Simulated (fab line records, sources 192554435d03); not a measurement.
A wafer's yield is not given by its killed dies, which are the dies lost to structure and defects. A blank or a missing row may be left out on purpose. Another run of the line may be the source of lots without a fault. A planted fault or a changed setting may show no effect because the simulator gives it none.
Code-filled problem report in 8D (eight disciplines) form    flow n5_finfet    the parts of the form that need people (team, actions taken, sign-off) are left out

1. THE PROBLEM
Mean of raw_defect_count at N5_HKMG_FIN_INSPECT_28: 802 across 2 wafers in 2 lots; on wafers with no fault it is 43 (standard deviation 18). That puts it +42 standard deviations away from the usual mean.
The step: inspects for defects (darkfield).
The first sign was on wafer L674.1 at day 6 12:07, on defect_inspect-02. Wafers with a number at this step in the record: 27, from 9 lots. Rule for "out" (also "out of limits"): further than 4 standard deviations from the usual mean. The other wafers with a number count as sound.

2. WHAT IT IS AND WHAT IT IS NOT
question                     is                                    is not
which readings at this step  raw_defect_count                      -
which lots                   L674, L675                            L666, L669, L685, L686, L687, L688, L689
which wafers of those lots   L674.1, L675.5                        L674.3, L674.4, L675.3, L675.6
read on which gauges         defect_inspect-01, defect_inspect-02  -
when                         from day 6 12:07                      up to then (8 sound wafers); but 17 sound wafers of L675, L685, L686, L687, L688, L689 came after

3. WHAT RULES OUT EACH SUSPECT
Counting: any tool at a process step up to the reading remains a suspect provided it ran every lot that is out. Sound lots after the first of them don't rule it out here, since some wafers of a struck lot are sound.
- the gauge at N5_HKMG_FIN_INSPECT_28 has been ruled out. The wafers that are out were read on 2 gauges (defect_inspect-01, defect_inspect-02).
- ald_metal-02 at N5_HKMG_FIN_ALD_21 (deposits TiN, target thk 1.5 nm, pulse time 1 s, purge time 3 s): kept. Ran every lot that is out, first one L674 (day 6 10:51); last sound lot up to then L669 (day 5 01:34).
- cmp-02 at N5_HKMG_FIN_CMP_94 (polishes, stops on SiNx, t overpolish 4.7 s, target thk 43.299 nm): kept. Ran every lot that is out, first one L674 (day 6 11:53); last sound lot up to then L666 (day 4 20:32).
- At N5_HKMG_FIN_CMP_94, inside cmp-02: chamber 2 took the wafers that are out, while their sound lot-mates went through chambers 0, 1, 3.
What counting leaves: ald_metal-02 at N5_HKMG_FIN_ALD_21 and cmp-02 at N5_HKMG_FIN_CMP_94.

4. THE CAUSE (what the simulator had put in)
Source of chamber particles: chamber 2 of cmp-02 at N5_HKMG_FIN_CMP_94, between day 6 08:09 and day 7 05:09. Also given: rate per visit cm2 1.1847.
Counting left 2 suspects, and this tool is among them.

5. SEQUENCE OF EFFECTS, ordered by route
Each row: a reading where the mean over the struck wafers with a number is more than 3 standard deviations away from the usual. Scope: only readings with a usual standard deviation given in the record; hours: median across lots of the time from each lot's start at the first step in this table that gives one to its start at this step; sigmas: change in usual standard deviations.
hours  step                     reading               usual   on struck wafers  change  sigmas
0      N5_HKMG_FIN_INSPECT_28   raw_defect_count      43      802               +758    +42
207    N5_PASSIVATION_PROBE_49  defect_limited_yield  91.1 %  49.2              -41.9   -28
207    N5_PASSIVATION_PROBE_49  killed_at_front_end   43      549               +506    +39
207    N5_PASSIVATION_PROBE_49  killed_dies           105     600               +494    +29
207    N5_PASSIVATION_PROBE_49  killed_on_rim         14      72                +58     +14
207    N5_PASSIVATION_PROBE_49  sort_bin_5_function   5.2 %   33.1              +27.9   +31
207    N5_PASSIVATION_PROBE_49  sort_bin_6_memory     3.3 %   14.6              +11.3   +16
207    N5_PASSIVATION_PROBE_49  sort_n_pass           1075    580               -494    -29
207    N5_PASSIVATION_PROBE_49  sort_yield_pct        91.1 %  49.2              -41.9   -28
Here are the process steps it includes:
- N5_PASSIVATION_PROBE_49
Later measuring or inspecting steps at which every struck wafer that the step has a row for has a number for every such reading, and none has moved that far: N5_BEOL_M4_RC_MEAS_101.

6. WHAT WOULD HAVE CAUGHT IT SOONER
In this record the first reading out of limits at a measuring or inspecting step was taken at day 6 12:07, 4 hours after the fault began at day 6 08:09.
No tool reading at N5_HKMG_FIN_CMP_94 that has a usual standard deviation in the record was out on any struck wafer, so an alarm limit of 4 standard deviations on those readings would not have fired.
Lots out: 2; of these, L675 started N5_HKMG_FIN_CMP_94 on cmp-02 after day 6 12:07. Putting the tool on hold at that point would have spared it.
